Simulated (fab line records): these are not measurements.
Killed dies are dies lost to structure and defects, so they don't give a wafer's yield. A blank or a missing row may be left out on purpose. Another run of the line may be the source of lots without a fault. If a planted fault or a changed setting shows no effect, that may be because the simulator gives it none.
Split-lot study	flow n5-finfet	route with 1938 steps; 7 lots, 21 wafers read

== ABOUT THE SPLIT ==
At N5_BEOL_M8_DESCUM_33 (chemistry O2, time 7 s), the setting time-s was moved away from the recipe's 7 s on 5 of the 21 wafers read, by -15.5% to -15.0%. For the rest of the wafers, this setting stayed at what the recipe calls for.

Split to reading: the file shows no intervening step.

== THE READING ==
CAR-EUV_of_BEOL_M8_COAT_22.thk-nm (the simulator's own value, which no gauge read), in nm, at N5_BEOL_M8_ETCH_72 (etches underlayer in N2/H2, target depth 6.5 nm, time 5.2 s). No usual value for it is given in the file. Average 20.3 nm, standard deviation 0.087 nm, over the 16 wafers here run with the recipe.

wafer	tool, chamber at the split	time-s as run, s	against the recipe	CAR-EUV_of_BEOL_M8_COAT_22.thk-nm, nm	against lot-mates on the recipe
L076.1	rie-diel-05, 3,1	7	recipe	20.4	-
L076.5	rie-diel-05, 2	7	recipe	20.4	-
L076.6	rie-diel-05, 3,1	7	recipe	20.4	-
L080.2	rie-diel-02, 3,0	5.939	-15.2%	20.8	+0.4
L080.4	rie-diel-02, 3,0	5.939	-15.2%	20.8	+0.4
L080.5	rie-diel-02, 0	7	recipe	20.4	-
L081.2	rie-diel-05, 3	7	recipe	20.4	-
L081.3	rie-diel-05, 0	7	recipe	20.4	-
L081.4	rie-diel-05, 2	5.917	-15.5%	21	+0.6
L084.3	rie-diel-05, 0,0,1	7	recipe	20.2	-
L084.5	rie-diel-05, 0,0,1	7	recipe	20.4	-
L084.6	rie-diel-05, 0,0,1	7	recipe	20.4	-
L091.1	rie-diel-05, 2	7	recipe	20.4	-
L091.4	rie-diel-05, 3	7	recipe	20.4	-
L091.5	rie-diel-05, 2	7	recipe	20.4	-
L093.3	rie-diel-05, 1,3	5.947	-15.0%	20.8	+0.6
L093.5	rie-diel-05, 1,3	5.947	-15.0%	20.8	+0.6
L093.6	rie-diel-05, 2	7	recipe	20.2	-
L094.1	rie-diel-05, 3,0	7	recipe	20.2	-
L094.5	rie-diel-05, 3,0	7	recipe	20.2	-
L094.2	rie-diel-05, 1	7	recipe	20.4	-
Rows listing several chambers each stand for several wafers; the file does not say which wafer went through which chamber.

THE FIT
A straight line over all 21 wafers: CAR-EUV_of_BEOL_M8_COAT_22.thk-nm changes by -0.0324 nm for each +1% of time-s; r = -0.93; the points scatter about the line by 0.088 nm.
The same after taking each lot's own level away (the mean of its wafers on the recipe; 21 wafers): -0.0343 nm for each +1%; r = -0.95; scatter 0.073 nm.
The reading moves by 0.53 nm for the largest change in time-s, on that fit.
The span of the lots' own levels, 20.20 to 20.40 nm, comes to 2.3 times the standard deviation stated above.
So the lot-to-lot level changes the slope little: the two slopes agree.
Check: for one of the wafers moved furthest among these (-15.5%), held out of the fit, the line's prediction against its lot-mates is +0.512 nm. It came out at +0.6 nm against them.

== FURTHER SPLITS ON THESE WAFERS ==
Before the reading, these wafers also passed through other splits. Each is held against what the fit with the lots' levels taken away leaves over:
other split on the same wafers	wafers away from the commonest value	r with CAR-EUV_of_BEOL_M8_COAT_22.thk-nm (lot level and that fit taken away)
N5_BEOL_M7_COAT_05 spin-rpm	5	+0.22

== THE WHOLE CHAIN: every reading that the file lists as answering this split, in the file's order ==
step	what it does	reading	change (the file's fit)	r (the file's)
N5_BEOL_M8_DESCUM_33	chemistry O2, time 7 s	CAR-EUV_of_BEOL_M8_COAT_22.thk-nm (the simulator's own value, which no gauge read)	-0.0329 nm for each +1% of the setting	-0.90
N5_BEOL_M8_ETCH_72	etches underlayer in N2/H2, target depth 6.5 nm, time 5.2 s	CAR-EUV_of_BEOL_M8_COAT_22.thk-nm (the simulator's own value, which no gauge read)	-0.035 nm for each +1% of the setting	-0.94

== THE FILE'S OWN FIT ==
CAR-EUV_of_BEOL_M8_COAT_22.thk-nm changes by -0.035 nm for each +1% of time-s, r = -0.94.
